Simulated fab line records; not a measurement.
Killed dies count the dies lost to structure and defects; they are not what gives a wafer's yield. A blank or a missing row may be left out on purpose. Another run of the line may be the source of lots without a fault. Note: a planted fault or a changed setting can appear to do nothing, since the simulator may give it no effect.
2 desks looking at one fault + flow n5_finfet + numbers are kept per desk, each desk with only its own; the story behind them comes last

## AT THE METROLOGY DESK
Means of the sampled wafers that have a number, per lot and without regard to the tool the lot ran on: this is what the gauges read. Any lot whose mean is over 4 standard deviations away from the usual mean is out of limits and marked OUT; that distance is given in the brackets. Of its 10 readings 7 are shown: those that lie furthest out on some lot.
Columns: A = DIBL_N at N5_BEOL_M4_RC_MEAS_101, usual 36.0 mV/V; B = IOFF_N at N5_BEOL_M4_RC_MEAS_101, usual 0.160 nA/um; C = ION_N at N5_BEOL_M4_RC_MEAS_101, usual 675 uA/um; D = ION_P at N5_BEOL_M4_RC_MEAS_101, usual 464 uA/um; E = SS_P at N5_BEOL_M4_RC_MEAS_101, usual 73.3 mV/dec; F = VT_N at N5_BEOL_M4_RC_MEAS_101, usual 250 mV; G = VT_P at N5_BEOL_M4_RC_MEAS_101, usual -249 mV
| lot  | first seen here | A    | B     | C   | D   | E    | F   | G    |
|------|-----------------|------|-------|-----|-----|------|-----|------|
| L767 | day 7 20:04     | 36.5 | 0.144 | 666 | 453 | 73.0 | 251 | -253 |
| L768 | day 8 01:37     | 36.8 | 0.161 | 666 | 460 | 73.3 | 251 | -249 |
| L769 | day 8 07:10     | 34.9 | 0.140 | 675 | 460 | 72.7 | 252 | -252 |
| L772 | day 9 12:39     | 37.4 | 0.157 | 676 | 467 | 73.3 | 251 | -248 |
| L775 | day 10 03:58    | 35.7 | 0.155 | 664 | 453 | 73.1 | 254 | -250 |
| L776 | day 10 04:10    | 35.8 | 0.150 | 677 | 467 | 73.4 | 249 | -253 |
| L788 | day 13 06:37    | 33.4 | 0.136 | 670 | 467 | 73.1 | 253 | -248 |
| L786 | day 13 09:56    | 35.9 | 0.158 | 689 | 467 | 73.0 | 247 | -251 |
| L787 | day 13 13:07    | 36.9 | 0.172 | 692 | 474 | 73.1 | 249 | -249 |
This desk's verdict: no lot among the 9 shows anything out of limits.

## TOOL OWNER'S DESK, rie_diel-04
The tool's own readings at N5_BEOL_M0_ETCH_109 (etches SiCN in CH3F/O2, target depth 8 nm, overetch 2.4 nm, time 27.4 s): means of the sampled wafers that have a number, for each lot that ran on this tool. Any lot whose mean is over 4 standard deviations away from the usual mean is out of limits and marked OUT; that distance is given in the brackets.
Columns: A = bias_w at N5_BEOL_M0_ETCH_109, usual 75.01 W; B = drypump_motor_current_A at N5_BEOL_M0_ETCH_109, usual 5.7 A; C = oes_product_au at N5_BEOL_M0_ETCH_109, usual 0.70 a.u.; D = rf_vpp_V at N5_BEOL_M0_ETCH_109, usual 296.5 V; E = showerhead_plenum_p_Torr at N5_BEOL_M0_ETCH_109, usual 1.96 Torr; F = throttle_valve_pct at N5_BEOL_M0_ETCH_109, usual 16.31 %
| lot  | first seen here | A     | B   | C    | D     | E    | F     |
|------|-----------------|-------|-----|------|-------|------|-------|
| L767 | day 5 19:22     | 74.70 | 5.6 | 0.68 | 296.9 | 1.96 | 16.42 |
| L768 | day 5 23:47     | 75.23 | 5.8 | 0.70 | 295.9 | 1.94 | 16.12 |
| L769 | day 6 12:34     | 74.91 | 5.7 | 0.66 | 296.2 | 1.96 | 16.42 |
| L772 | day 7 15:59     | 75.21 | 5.9 | 0.68 | 297.1 | 1.96 | 16.36 |
| L776 | day 8 01:15     | 74.91 | 5.7 | 0.62 | 295.9 | 1.92 | 16.20 |
| L775 | day 8 01:21     | 75.14 | 5.8 | 0.67 | 294.7 | 1.94 | 16.26 |
| L777 | day 8 11:21     | 74.95 | 5.5 | 0.61 | 296.0 | 1.94 | 16.39 |
| L786 | day 11 00:53    | 75.30 | 5.9 | 0.68 | 295.5 | 1.92 | 16.15 |
| L787 | day 11 05:19    | 75.03 | 5.8 | 0.69 | 296.0 | 1.94 | 16.39 |
| L788 | day 11 05:40    | 74.87 | 5.7 | 0.67 | 296.6 | 1.93 | 16.32 |
This desk's verdict: no lot among the 10 shows anything out of limits.

## TAKEN TOGETHER
The metrology desk saw nothing out of limits.
The desk of the tool owner found nothing out of limits.

## WHAT WAS PUT IN BY THE SIMULATOR
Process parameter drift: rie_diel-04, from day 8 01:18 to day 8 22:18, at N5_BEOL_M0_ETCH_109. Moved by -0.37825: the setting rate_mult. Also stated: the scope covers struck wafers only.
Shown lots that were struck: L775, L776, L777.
